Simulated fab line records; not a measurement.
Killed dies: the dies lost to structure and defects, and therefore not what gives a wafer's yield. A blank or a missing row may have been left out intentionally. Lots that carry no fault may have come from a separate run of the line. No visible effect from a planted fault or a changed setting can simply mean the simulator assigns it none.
One fault through the eyes of 2 desks	flow nand-harc	each desk holds nothing but its own numbers, with what lay behind them at the end

## THE DEFECT DESK
Inspection counts along the route, by lot: the mean over sampled wafers that carry a number. The brackets show how far a lot's mean lies from the usual mean; more than 4 standard deviations puts the lot out of limits, marked OUT.
Columns: A = raw-defect-count at NHARC_A_CONTACT_INSPECT_10, usual 91
lot	first seen here	A
L982	day 23 05:36	102
L983	day 23 18:05	101
L985	day 24 20:37	110
L987	day 25 19:21	87
L986	day 25 20:34	84
L990	day 26 18:17	91
L989	day 26 18:40	66
L995	day 28 22:09	66
L994	day 28 23:43	77
L100	day 31 16:34	66
L102	day 31 23:25	100
L101	day 32 08:57	125
Finding of this desk: none of the 12 lots has anything out of limits.

## FOR THE TOOL OWNER'S DESK: rie-diel-04
The tool's own readings at NHARC_A_CONTACT_ETCH_92 (etches the open film in CH3F/O2, target depth 40 nm, time 85.7 s): means of the sampled wafers that have a number, for each lot that ran on this tool. The brackets show how far a lot's mean lies from the usual mean; more than 4 standard deviations puts the lot out of limits, marked OUT.
Columns: A = bias-w at NHARC_A_CONTACT_ETCH_92, usual 100.0 W; B = ch3f-flow-sccm at NHARC_A_CONTACT_ETCH_92, usual 49.99 sccm; C = drypump-motor-current-A at NHARC_A_CONTACT_ETCH_92, usual 5.5 A; D = oes-product-au at NHARC_A_CONTACT_ETCH_92, usual 0.935 a.u.; E = rf-vpp-V at NHARC_A_CONTACT_ETCH_92, usual 244.7 V; F = showerhead-plenum-p-Torr at NHARC_A_CONTACT_ETCH_92, usual 2.49 Torr; G = throttle-valve-pct at NHARC_A_CONTACT_ETCH_92, usual 20.663 %
lot	first seen here	A	B	C	D	E	F	G
L102	day 32 02:42	100.5	49.98	5.5	0.928	245.4	2.53	20.662
L101	day 32 11:58	100.2	49.99	5.2	0.925	244.4	2.47	20.666
Finding of this desk: none of the 2 lots has anything out of limits.

## ALL TOGETHER
Nothing out of limits was seen by the defect desk.
Nothing out of limits was seen by the tool owner's desk.

## WHAT THE SIMULATOR HAD INSERTED
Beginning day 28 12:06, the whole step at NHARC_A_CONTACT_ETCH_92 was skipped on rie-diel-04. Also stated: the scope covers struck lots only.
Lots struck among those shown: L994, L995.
